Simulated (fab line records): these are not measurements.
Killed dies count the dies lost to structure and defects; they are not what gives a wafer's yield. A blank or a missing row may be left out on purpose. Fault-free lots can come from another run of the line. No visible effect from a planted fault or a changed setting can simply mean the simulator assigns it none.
fab line records -- flow nandHarc
record lots=13, wafers=39, lastDay=33
route steps=1302 shown A_CHANNEL_HOLE_D2@608 A_CHANNEL_FILL_D2@620 A_STAIRCASE@639
lots with no fault: from the same line, run without faults
startH: the number of hours between the record's first day and the start of the first shown wafer of the lot -- waitH: hours from the lot's prior step to this one -- " same as the row above -- L1.1+2: a single row standing in for several wafers -- - no value, or no start was given -- * or withheld: withheld -- < > ~ a bound
route shown NAME@n: a module of which the file shows steps, and the number in the route of the first -- usual: mean/standard deviation taken from wafers without a fault -- same: alike in all rows -- chamber/n: place in a boat -- sites: readings site by site -- _std_site: the values' standard deviation -- _edge_site: outer sites' mean less inner sites' -- radiusMm: how far each site lies from the wafer's centre -- mask NAME#n: copy n -- behind: the last tool/chamber to shape the wafer -- hold: why the lot went on hold/how many hours it stayed there/how the hold came to an end -- device: the n, p or np transistor that did not switch -- end of line: at the end of the route, the tests of the same wafers -- a step without rows: its recipe alone -- killed: dies lost to structure and defects at the first sort, not the wafer's yield -- map: per-die view of a wafer (x killed, . not killed, _ where there is no die)
set.NAME: setting as actually run; set.NAME@STEP: the setting as run at that earlier step -- model.NAME: the simulator's own value behind a step, which no gauge read
one table for each step of the route and one row for each wafer, over a sample of lots
services: the hour from which a tool's chamber was out of use, counted from the record's first day as startH (under 0 if before that day), plus the number of hours and why
## steps
# step NHARC_A_CHANNEL_HOLE_D2_XSEM_32
# recipe landingEnergyEv=35000
# usual botCdNm=74.5/2, bowNm=8.64/0.28, tiltDeg=0.09/0.043
lot.wafer,tool,chamber,startH,waitH,botCdNm,bowNm,tiltDeg
L512.1,xsem-01,0,324.22,0.1,69.9,8.90,0.20
L512.3,xsem-01,0,324.22,0.1,76.1,8.94,0.20
L512.4,xsem-01,0,324.22,0.1,74.6,8.96,0.20
L513.1,xsem-02,0,324.35,0.1,73.4,8.49,0.07
L513.3,xsem-02,0,324.35,0.1,76.1,8.47,0.07
L513.4,xsem-02,0,324.35,0.1,75.1,8.41,0.07
L514.2,xsem-01,0,332.64,0.1,71.5,8.51,0.12
L514.3,xsem-01,0,332.64,0.1,75.9,8.54,0.12
L514.6,xsem-01,0,332.64,0.1,72.7,8.45,0.12
L515.2,xsem-01,0,344.83,0.1,75.7,8.14,0.04
L515.3,xsem-01,0,344.83,0.1,75.4,8.10,0.04
L515.6,xsem-01,0,344.83,0.1,78.4,8.18,0.03
L517.1,xsem-01,0,361.04,0.1,74.0,8.60,0.09
L517.2,xsem-01,0,361.04,0.1,74.1,8.60,0.09
L517.6,xsem-01,0,361.04,0.1,74.4,8.64,0.08
L516.4,xsem-02,0,362.80,0.1,77.5,8.94,0.08
L516.5,xsem-02,0,362.80,0.1,75.6,8.97,0.08
L516.6,xsem-02,0,362.80,0.1,75.9,8.88,0.08
L518.1,xsem-02,0,382.23,0.1,74.6,8.99,0.08
L518.4,xsem-02,0,382.23,0.1,74.6,8.96,0.08
L518.6,xsem-02,0,382.23,0.1,76.8,8.99,0.08
L520.1,xsem-01,0,407.77,0.1,73.9,8.38,0.09
L520.2,xsem-01,0,407.77,0.1,71.7,8.42,0.09
L520.6,xsem-01,0,407.77,0.1,73.2,8.42,0.09
L519.1,xsem-02,0,410.57,0.1,79.5,8.58,0.09
L519.4,xsem-02,0,410.57,0.1,73.1,8.59,0.09
L519.6,xsem-02,0,410.57,0.1,74.7,8.61,0.09
L521.1,xsem-02,0,417.15,0.1,75.4,8.68,0.04
L521.2,xsem-02,0,417.15,0.1,75.4,8.62,0.04
L521.6,xsem-02,0,417.15,0.1,78.3,8.67,0.04
L529.2,xsem-01,0,487.28,0.1,73.5,8.67,0.08
L529.4,xsem-01,0,487.28,0.1,75.0,8.79,0.08
L529.5,xsem-01,0,487.28,0.1,73.0,8.75,0.08
L531.2,xsem-02,0,505.63,0.1,73.0,8.58,0.09
L531.3,xsem-02,0,505.63,0.1,75.1,8.56,0.09
L531.4,xsem-02,0,505.63,0.1,77.7,8.57,0.09
L532.4,xsem-02,0,520.81,0.1,74.0,8.63,0.14
L532.5,xsem-02,0,520.81,0.1,75.2,8.73,0.14
L532.6,xsem-02,0,520.81,0.1,75.1,8.72,0.14
# step NHARC_A_CHANNEL_FILL_D2_ETCHBACK_20
# recipe targetDepthA=270, timeS=13.5, c4f8FlowSccm=withheld, o2FlowSccm=8, arFlowSccm=withheld, rfW=600, biasW=1500, chemistry=C4F8/O2/Ar
# usual oesProductAu=0.992/0.018, rfVppV=978/5.6
lot.wafer,tool,chamber,startH,waitH,oesProductAu,rfHoursCounterH,rfVppV
L512.3,rieDiel-01,1,349.32,-,0.990,4,983
L512.1,rieDiel-01,2,349.32,-,1.002,4,981
L512.4,rieDiel-01,0,349.32,-,1.011,4,969
L513.1,rieDiel-11,2,349.34,-,0.988,3,987
L513.4,rieDiel-11,3,349.34,-,0.980,3,984
L513.3,rieDiel-11,1,349.34,-,1.000,3,973
L514.3,rieDiel-07,2,357.14,-,0.983,12,978
L514.2,rieDiel-07,3,357.14,-,0.989,10,969
L514.6,rieDiel-07,1,357.14,-,0.995,-,977
L515.3,rieDiel-07,2,368.81,-,0.984,14,979
L515.2,rieDiel-07,0,368.81,-,0.984,14,973
L515.6,rieDiel-07,2,368.81,-,0.980,-,979
L517.1,rieDiel-11,1,385.55,-,1.006,4,973
L517.2,rieDiel-11,3,385.55,-,0.996,4,987
L517.6,rieDiel-11,2,385.55,-,0.992,-,986
L516.4,rieDiel-07,1,385.57,-,1.002,16,977
L516.5,rieDiel-07,1,385.57,-,1.004,-,979
L516.6,rieDiel-07,2,385.57,-,0.987,-,979
L518.4,rieDiel-01,1,406.98,-,1.009,0,980
L518.1,rieDiel-01,2,406.98,-,1.012,0,983
L518.6,rieDiel-01,2,406.98,-,1.010,-,982
L520.2,rieDiel-01,1,435.05,-,1.004,1,983
L520.1,rieDiel-01,0,435.05,-,0.995,1,970
L520.6,rieDiel-01,2,435.05,-,1.014,-,981
L519.1,rieDiel-01,3,435.10,-,0.982,1,978
L519.4,rieDiel-01,1,435.10,-,1.010,1,981
L519.6,rieDiel-01,0,435.10,-,1.005,-,969
L521.2,rieDiel-07,0,443.25,-,0.983,28,972
L521.1,rieDiel-07,1,443.25,-,1.002,29,978
L521.6,rieDiel-07,0,443.25,-,0.978,-,972
L529.4,rieDiel-01,2,516.82,-,0.943,4,982
L529.2,rieDiel-01,1,516.82,-,0.935,4,982
L529.5,rieDiel-01,2,516.82,-,0.936,-,982
L531.2,rieDiel-11,3,530.55,-,0.983,3,985
L531.4,rieDiel-11,1,530.55,-,1.016,2,974
L531.3,rieDiel-11,2,530.55,-,0.988,3,986
L532.4,rieDiel-01,2,545.18,-,0.999,4,982
L532.6,rieDiel-01,2,545.18,-,0.986,-,981
L532.5,rieDiel-01,3,545.18,-,0.969,-,978
# step NHARC_A_CHANNEL_FILL_D2_ALD_25
# recipe targetThkA=600, pulseTimeS=10, aldCycles=600, tempC=300, material=SiOx
# usual aldCycles=600/0, heaterPowerW=469/51, precursorPulseHeightRel=1.001/0.021
lot.wafer,tool,chamber,startH,waitH,aldCycles,heaterPowerW,precursorPulseHeightRel
L513.1,aldHk-03,2,361.38,0.1,600,403,1.023
L513.4,aldHk-03,3,361.38,0.1,600,531,0.994
L513.3,aldHk-03,1,363.24,1.9,600,431,1.021
L512.4,aldHk-02,1,362.00,0.7,600,499,1.016
L512.1,aldHk-02,2,362.00,0.7,600,397,0.981
L512.3,aldHk-02,3,362.00,0.7,600,467,0.974
L514.3,aldHk-03,0,371.07,1.3,600,495,1.008
L514.2,aldHk-03,1,371.07,1.3,600,413,1.000
L514.6,aldHk-03,3,372.91,3.1,600,540,1.054
L515.3,aldHk-01,3,381.54,1.3,600,509,0.995
L515.2,aldHk-01,0,381.54,1.3,600,502,0.976
L515.6,aldHk-01,2,383.40,3.2,600,466,0.969
L516.4,aldHk-02,0,399.87,0.7,600,436,1.025
L516.6,aldHk-02,3,401.70,2.5,600,459,0.985
L516.5,aldHk-02,0,401.70,2.5,600,446,1.051
L517.1,aldHk-01,1,399.88,0.7,600,486,1.012
L517.2,aldHk-01,3,401.10,1.9,600,507,1.012
L517.6,aldHk-01,1,402.32,3.1,600,482,0.997
L518.4,aldHk-03,1,419.72,0.9,600,408,0.967
L518.1,aldHk-03,3,420.96,2.1,600,573,1.023
L518.6,aldHk-03,0,420.96,2.1,600,490,1.000
L520.1,aldHk-02,0,447.76,1.3,600,446,1.007
L520.2,aldHk-02,1,447.76,1.3,600,486,1.003
L520.6,aldHk-02,0,450.20,3.7,600,453,1.003
L519.1,aldHk-03,0,448.83,2.4,600,473,1.019
L519.4,aldHk-03,2,450.07,3.6,600,407,1.016
L519.6,aldHk-03,0,451.31,4.8,600,484,1.019
L521.2,aldHk-02,1,455.25,0.1,600,490,1.040
L521.1,aldHk-02,2,455.25,0.1,600,396,0.966
L521.6,aldHk-02,2,458.27,3.1,600,399,0.988
L529.2,aldHk-03,3,528.86,0.1,613,594,1.009
L529.4,aldHk-03,1,530.11,1.3,613,405,1.027
L529.5,aldHk-03,0,531.98,3.2,613,483,1.005
L531.3,aldHk-03,3,542.58,0.3,613,578,0.998
L531.2,aldHk-03,1,543.82,1.5,613,394,0.977
L531.4,aldHk-03,2,543.82,1.5,613,408,0.966
L532.4,aldHk-01,2,556.99,0.1,600,446,0.980
L532.5,aldHk-01,2,559.43,2.5,600,434,0.992
L532.6,aldHk-01,3,559.43,2.5,600,503,1.028
# step NHARC_A_STAIRCASE_DEP_156
# recipe targetThkA=500, tempC=400, targetThkNm=50, flowSccm=200, rfW=450, material=SiNx
# usual heaterPowerW=727/100
lot.wafer,tool,chamber,startH,waitH,heaterPowerW
L513.1,pecvd-02,1,373.31,0.1,638
L513.3,pecvd-02,0,373.31,0.1,766
L513.4,pecvd-02,0,373.31,0.1,744
L512.3,pecvd-04,1,373.48,0.1,709
L512.1,pecvd-04,2,373.48,0.1,577
L512.4,pecvd-04,2,373.48,0.1,591
L514.2,pecvd-04,1,382.25,0.3,797
L514.3,pecvd-04,0,382.25,0.3,732
L514.6,pecvd-04,2,382.25,0.3,612
L515.2,pecvd-02,1,393.47,0.1,714
L515.3,pecvd-02,2,393.47,0.1,728
L515.6,pecvd-02,0,393.47,0.1,677
L517.2,pecvd-04,2,411.19,0.1,564
L517.1,pecvd-04,0,411.19,0.1,811
L517.6,pecvd-04,0,411.19,0.1,829
L516.5,pecvd-03,1,411.28,0.1,889
L516.6,pecvd-03,2,411.28,0.1,902
L516.4,pecvd-03,0,411.28,0.1,559
L518.1,pecvd-04,1,431.33,0.1,803
L518.6,pecvd-04,2,431.33,0.1,555
L518.4,pecvd-04,0,431.33,0.1,780
L520.1,pecvd-02,1,459.11,0.1,754
L520.2,pecvd-02,2,459.11,0.1,779
L520.6,pecvd-02,2,459.11,0.1,766
L519.1,pecvd-03,2,459.12,0.1,942
L519.4,pecvd-03,0,459.12,0.1,566
L519.6,pecvd-03,1,459.12,0.1,845
L521.1,pecvd-04,1,467.61,0.1,714
L521.2,pecvd-04,2,467.61,0.1,537
L521.6,pecvd-04,2,467.61,0.1,548
L529.2,pecvd-03,0,540.90,0.1,651
L529.4,pecvd-03,0,540.90,0.1,665
L529.5,pecvd-03,2,540.90,0.1,901
L531.3,pecvd-04,2,554.38,0.1,562
L531.2,pecvd-04,0,554.38,0.1,743
L531.4,pecvd-04,1,554.38,0.1,773
L532.5,pecvd-02,2,569.17,0.1,720
L532.4,pecvd-02,0,569.17,0.1,740
L532.6,pecvd-02,1,569.17,0.1,707
## services
tool,chamber,startH,hours,kind
rieDiel-01,2,328.11,8.5,repair
rieDiel-07,3,333.76,4.4,repair
rieDiel-11,3,341.57,1.4,repair
aldHk-02,-,348.27,10.0,pm
pecvd-03,-,366.15,13.0,pm
rieDiel-01,0,369.77,3.5,repair
xsem-01,-,374.00,14.0,pm
rieDiel-01,1,375.26,9.3,repair
pecvd-03,-,379.71,3.8,repair
rieDiel-01,-,380.82,9.0,pm
aldHk-03,-,390.00,10.0,pm
pecvd-04,1,397.58,13.9,repair
rieDiel-07,3,403.50,6.8,repair
pecvd-02,-,408.00,13.0,pm
rieDiel-11,2,409.93,19.0,repair
pecvd-04,-,450.20,13.0,pm
rieDiel-01,0,470.10,40.5,repair
rieDiel-07,-,471.27,9.0,pm
rieDiel-01,3,485.95,1.5,repair
pecvd-02,-,486.74,1.2,repair
aldHk-02,-,528.68,10.0,pm
rieDiel-01,0,539.28,3.0,repair
rieDiel-01,-,557.82,9.0,pm
aldHk-03,-,568.00,10.0,pm
## key
firstSign step=NHARC_A_CHANNEL_FILL_D2_ALD_25, reading=aldCycles, direction=up, sigmas=99+, usual=600, struck=613
effect none on later readings
metAt NHARC_A_CHANNEL_FILL_D2_ALD_25
struckLots L529,L531
testerLeftOut L529,L531
notActingAt NHARC_A_CHANNEL_HOLE_D2_XSEM_32,NHARC_A_CHANNEL_FILL_D2_ETCHBACK_20,NHARC_A_STAIRCASE_DEP_156
onsetBetween 448.83 528.86
fault kind=processParameterDrift, tool=aldHk-03, chamber=-, onsetH=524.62, steps=NHARC_A_CHANNEL_FILL_D2_ALD_25, channel=aldCycles, offset=13, shape=step, endH=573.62, actsIn=theseRecipesOnly, stated=600
# testerLeftOut: of these lots the tester's yield and bins aren't shown, on N5 and GAA mostly nor the transistor test; their killed dies are dies lost to structure and defects alone, not to doping, threshold or leakage, so they don't give the yield
